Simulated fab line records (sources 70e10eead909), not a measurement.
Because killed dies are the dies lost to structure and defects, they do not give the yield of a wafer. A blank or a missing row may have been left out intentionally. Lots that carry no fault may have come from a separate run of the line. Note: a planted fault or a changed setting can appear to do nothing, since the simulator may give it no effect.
What tool caused it? | flow nandHarc | Sampling: 11 lots, 32 wafers, 6 of 1159 route steps

WHAT THE GAUGES SHOWED, per wafer
NHARC_P_M2_CD_MEAS_09: target cd 170 nm.
lot  | measured     | on       | cdNm (nm)
L641 | day 6 05:03  | cdSem-02 | 169.1 170.8 170.2
L643 | day 6 14:22  | cdSem-01 | 170.6 170.8 170.7
L644 | day 7 06:09  | cdSem-02 | 171.3 169.6 169.7
L646 | day 7 12:23  | cdSem-02 | 170.6 170.3 170.7
L647 | day 7 20:01  | cdSem-01 | 170.7 169.8 171.7
L649 | day 8 00:57  | cdSem-02 | 170.0 170.2 171.0
L652 | day 9 07:19  | cdSem-01 | 170.8 171.0
L655 | day 9 22:46  | cdSem-01 | 170.4 171.0 169.8
L656 | day 9 23:45  | cdSem-03 | 170.8 171.0 170.5
L658 | day 10 14:21 | cdSem-03 | 171.6 170.8 171.2
L664 | day 11 23:37 | cdSem-03 | 172.2 170.3 171.6

NHARC_P_BONDPAD_CD_MEAS_09: target cd 500 nm.
lot  | measured     | on       | cdNm (nm)
L641 | day 6 09:31  | cdSem-01 | 496.6 497.6 501.1
L643 | day 6 19:13  | cdSem-03 | 497.4 499.9 497.7
L644 | day 7 10:47  | cdSem-02 | 501.1 497.9 499.4
L646 | day 7 17:24  | cdSem-03 | 497.8 502.2 498.1
L647 | day 8 00:34  | cdSem-02 | 498.7 502.4 495.5
L649 | day 8 05:31  | cdSem-01 | 499.8 498.2 503.9
L652 | day 9 12:25  | cdSem-03 | 510.6 513.7
L655 | day 10 03:59 | cdSem-01 | 502.6 496.8 500.4
L656 | day 10 04:24 | cdSem-02 | 504.2 495.8 499.9
L658 | day 10 21:58 | cdSem-03 | 502.1 503.1 496.5
L664 | day 12 04:22 | cdSem-03 | 498.0 496.5 496.1

NHARC_END_SORT_01.
lot  | measured     | on        | defectLimitedYield (%) | killedAtArray | killedAtOther | killedAtPeriphery | killedDies | killedOpen | killedShort | sort_bin_2_pct (%) | sort_bin_3_pct (%) | sort_bin_4_pct (%) | sortNPass   | sortRimYieldPct (%) | sortYieldPct (%)
L647 | day 24 11:29 | prober-02 | 97.3 96.9 96.6         | 11 15 12      | 0 2 1         | 7 4 10            | 18 21 23   | 3 4 4      | 2 1 1       | 0.7 1.0 1.3        | 0 0 0.15           | 1.9 2.1 1.9        | 659 656 654 | 98.1 98.1 98.1      | 97.3 96.9 96.6

WHAT TOOL EACH LOT RAN ON (gives the tool, then ch and the chambers of the sampled wafers, and finally the start)
lot  | NHARC_P_BONDPAD_DEP_00                     | NHARC_P_BONDPAD_EXPOSE_06        | NHARC_P_BONDPAD_ETCH_24
L641 | pecvd-01 ch 0,1,2, day 6 09:22 or earlier  | krfScanner-03 ch 0, day 6 09:22  | rieDiel-04 ch 1,3, no start
L643 | pecvd-04 ch 1,2, day 6 17:51               | krfScanner-02 ch 0, day 6 19:04  | rieDiel-12 ch 0,2, no start
L644 | pecvd-04 ch 0,2, day 7 09:33               | krfScanner-01 ch 0, day 7 10:38  | rieDiel-04 ch 2,3, no start
L646 | pecvd-01 ch 1,2, day 7 16:11               | krfScanner-02 ch 0, day 7 17:15  | rieDiel-07 ch 0,1,2, no start
L647 | pecvd-01 ch 0,1,2, day 7 23:23             | krfScanner-01 ch 0, day 8 00:25  | rieDiel-04 ch 2,3, day 24 11:29 or earlier
L649 | pecvd-04 ch 0,1, day 8 04:23               | krfScanner-03 ch 0, day 8 05:23  | rieDiel-04 ch 0,3, no start
L652 | pecvd-01 ch 1,2, day 9 11:23               | krfScanner-03 ch 0, day 9 12:16  | rieDiel-04 ch 0,2, no start
L655 | pecvd-03 ch 0,1, day 10 02:56              | krfScanner-02 ch 0, day 10 03:50 | rieDiel-04 ch 0,2, no start
L656 | pecvd-01 ch 0,1,2, day 10 04:15 or earlier | krfScanner-02 ch 0, day 10 04:15 | rieDiel-04 ch 1,2, no start
L658 | pecvd-04 ch 0,1,2, day 10 18:01            | krfScanner-02 ch 0, day 10 21:49 | rieDiel-07 ch 0,1,3, no start
L664 | pecvd-04 ch 1,2, day 12 04:13 or earlier   | krfScanner-01 ch 0, day 12 04:13 | rieDiel-12 ch 1,3, no start
- NHARC_P_BONDPAD_DEP_00: deposits SiCN, target thk 250 nm.
- NHARC_P_BONDPAD_EXPOSE_06: exposes mask P BPAD.
- NHARC_P_BONDPAD_ETCH_24: etches the open film in CF4/N2, target depth 30 nm, time 72.99 s.

WHAT THE TOOLS THEMSELVES READ (means of the sampled wafers that have a number; where no wafer has one, the mark that the record gives instead)
NHARC_P_BONDPAD_DEP_00.
lot  | tool     | chamberPressureTorr (Torr) | heaterPowerW (W)
L641 | pecvd-01 | 3.002                      | 645
L643 | pecvd-04 | 3.001                      | 526
L644 | pecvd-04 | 3.003                      | 549
L646 | pecvd-01 | 2.999                      | 605
L647 | pecvd-01 | 2.997                      | 664
L649 | pecvd-04 | 2.998                      | 526
L652 | pecvd-01 | 2.998                      | 712
L655 | pecvd-03 | 2.997                      | 639
L656 | pecvd-01 | 3.004                      | 659
L658 | pecvd-04 | 2.992                      | 591
L664 | pecvd-04 | 2.996                      | 580

NHARC_P_BONDPAD_EXPOSE_06.
lot  | tool          | exposureDoseMJCm2
L641 | krfScanner-03 | 37.05
L643 | krfScanner-02 | 37.03
L644 | krfScanner-01 | 37.07
L646 | krfScanner-02 | 37.06
L647 | krfScanner-01 | 37.03
L649 | krfScanner-03 | 37.06
L652 | krfScanner-03 | 50.16
L655 | krfScanner-02 | 37.04
L656 | krfScanner-02 | 37.01
L658 | krfScanner-02 | 37.01
L664 | krfScanner-01 | 37.05

NHARC_P_BONDPAD_ETCH_24.
lot  | tool       | drypumpMotorCurrentA (A) | oesProductAu (a.u.) | rfVppV (V) | showerheadPlenumPTorr (Torr) | throttleValvePct (%)
L641 | rieDiel-04 | 5.5                      | 0.995               | 313.4      | 2.62                         | 19.793
L643 | rieDiel-12 | 6.1                      | 1.004               | 316.6      | 2.73                         | 19.792
L644 | rieDiel-04 | 5.7                      | 0.999               | 315.6      | 2.74                         | 19.787
L646 | rieDiel-07 | 5.8                      | 0.992               | 313.8      | 2.63                         | 19.786
L647 | rieDiel-04 | 6.1                      | 1.000               | 316.0      | 2.71                         | 19.792
L649 | rieDiel-04 | 5.7                      | 1.006               | 313.2      | 2.57                         | 19.791
L652 | rieDiel-04 | 5.3                      | 1.018               | 314.4      | 2.64                         | 19.804
L655 | rieDiel-04 | 5.3                      | 1.009               | 314.0      | 2.60                         | 19.791
L656 | rieDiel-04 | 5.1                      | 1.010               | 314.5      | 2.64                         | 19.788
L658 | rieDiel-07 | 5.7                      | 1.003               | 314.4      | 2.64                         | 19.799
L664 | rieDiel-12 | 5.9                      | 1.001               | 316.6      | 2.71                         | 19.800

THE ANSWER, worked out from the rows above alone
Rule: the usual values come from the lots themselves. Put in order of their means at a reading, lots are off if they are a third of the lots or fewer, leave a main group of 4 or more, and stand apart from it by a gap of 3 or more times the standard deviation of the main group's means; of several such gaps the widest counts. A main group whose means are all the same, to the digits that the tables above print for the reading, isn't used. Also off: a lot with no number at a reading for which 4 or more lots have one. All remaining lots with rows at the step are treated as sound. Order of review: gauges by route order, followed by the tools' own readings, for which a lot's mean as printed above is used. At the first step where some lot is off, the reading lying furthest off is the one used; lots without a number count as furthest.
Off: L652 (NHARC_P_BONDPAD_CD_MEAS_09, cdNm). Mean 499.2 nm and standard deviation 1.1 in the main group.
A tool fits if, at a process step before that reading, it ran every lot that is off, and no sound lot after the first of them. The gauges at NHARC_P_BONDPAD_CD_MEAS_09 aren't tried: what is off there is off at NHARC_P_BONDPAD_EXPOSE_06 too, on other tools, and a gauge's error can't cause that. Because NHARC_P_BONDPAD_DEP_00 lacks a start for some lots, the hours and order of its lots are taken from NHARC_P_BONDPAD_EXPOSE_06. One fits: NHARC_P_BONDPAD_EXPOSE_06 on krfScanner-03. A fault onset in the window from L649 (day 8 05:23, its last sound lot) to L652 (day 9 12:16, its first lot off) fits.
On the lots that are off, the tool's own readings at NHARC_P_BONDPAD_EXPOSE_06 differ by more than 5 times the standard deviation of the sound lots' means, which bears it out; exposureDoseMJCm2 reads 50.16 there versus 37.04 on the sound lots.

WHAT HAD BEEN PUT IN BY THE SIMULATOR
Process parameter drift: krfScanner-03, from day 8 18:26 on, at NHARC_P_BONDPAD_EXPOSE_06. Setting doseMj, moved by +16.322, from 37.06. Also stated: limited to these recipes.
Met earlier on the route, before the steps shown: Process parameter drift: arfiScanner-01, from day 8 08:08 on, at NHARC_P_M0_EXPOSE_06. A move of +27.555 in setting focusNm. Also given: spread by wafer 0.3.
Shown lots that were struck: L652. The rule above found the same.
